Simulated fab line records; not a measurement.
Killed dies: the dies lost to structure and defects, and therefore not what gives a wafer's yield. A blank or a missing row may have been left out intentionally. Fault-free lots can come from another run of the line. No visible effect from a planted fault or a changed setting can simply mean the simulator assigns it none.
Matching of chambers + flow n5-finfet + N5_SPACER0_ALD_00 on ald-sin-02 has 4 sister chambers
The step deposits SiOCN, target thk 3.5 nm, pulse time 3 s, purge time 2 s. 8 wafers are shown with their chamber, then 9 later ones without.

## WAFERS PAIRED WITH THEIR CHAMBERS
| wafer  | chamber | heater-power-w (W) | precursor-pulse-height-rel |
|--------|---------|--------------------|----------------------------|
| L080.5 | 3       | 883                | 0.981                      |
| L082.4 | 2       | 790                | 1.017                      |
| L085.2 | 0       | 853                | 0.973                      |
| L086.4 | 3       | 895                | 1.003                      |
| L086.6 | 1       | 865                | 1.011                      |
| L089.1 | 2       | 808                | 0.955                      |
| L089.3 | 0       | 818                | 0.975                      |
| L089.4 | 1       | 891                | 1.005                      |

## WAFERS WITHOUT THEIR CHAMBER
| wafer  | heater-power-w (W) | precursor-pulse-height-rel |
|--------|--------------------|----------------------------|
| L090.2 | 812                | 0.977                      |
| L090.5 | 889                | 0.994                      |
| L090.6 | 834                | 1.001                      |
| L093.1 | 882                | 0.975                      |
| L093.3 | 817                | 1.031                      |
| L093.4 | 912                | 0.985                      |
| L097.2 | 909                | 0.988                      |
| L097.4 | 813                | 0.990                      |
| L097.5 | 899                | 0.993                      |

## CHAMBER TAKEN BY EACH
| wafer  | from the rows above          | in truth |
|--------|------------------------------|----------|
| L090.2 | can't be placed: 2 or 0      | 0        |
| L090.5 | can't be placed: 3 or 1      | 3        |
| L090.6 | can't be placed: 0 or 2 or 1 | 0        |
| L093.1 | can't be placed: 3 or 1 or 0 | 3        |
| L093.3 | can't be placed: 2 or 0 or 1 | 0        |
| L093.4 | can't be placed: 3 or 1      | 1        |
| L097.2 | can't be placed: 3 or 1      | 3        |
| L097.4 | can't be placed: 2 or 0      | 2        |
| L097.5 | can't be placed: 3 or 1      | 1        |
Placed correctly: 0 of 9. Can't be placed from these rows: 9 (the true chamber is among the candidates in 9). Number placed wrongly: 0.
How it was worked out, from the rows above alone: a wafer's distance from a chamber is the root of the sum, over the readings, of the square of ((its reading less the chamber's mean) divided by the reading's scatter). If the next closest chamber is less than 2 further off than the closest, the wafer can't be placed; otherwise it belongs to the closest. The mean given for a chamber averages the wafers shown for that chamber. The scatter is the square root of a quotient: the sum, over the shown wafers, of each reading's squared deviation from its chamber's mean, divided by wafers minus chambers.
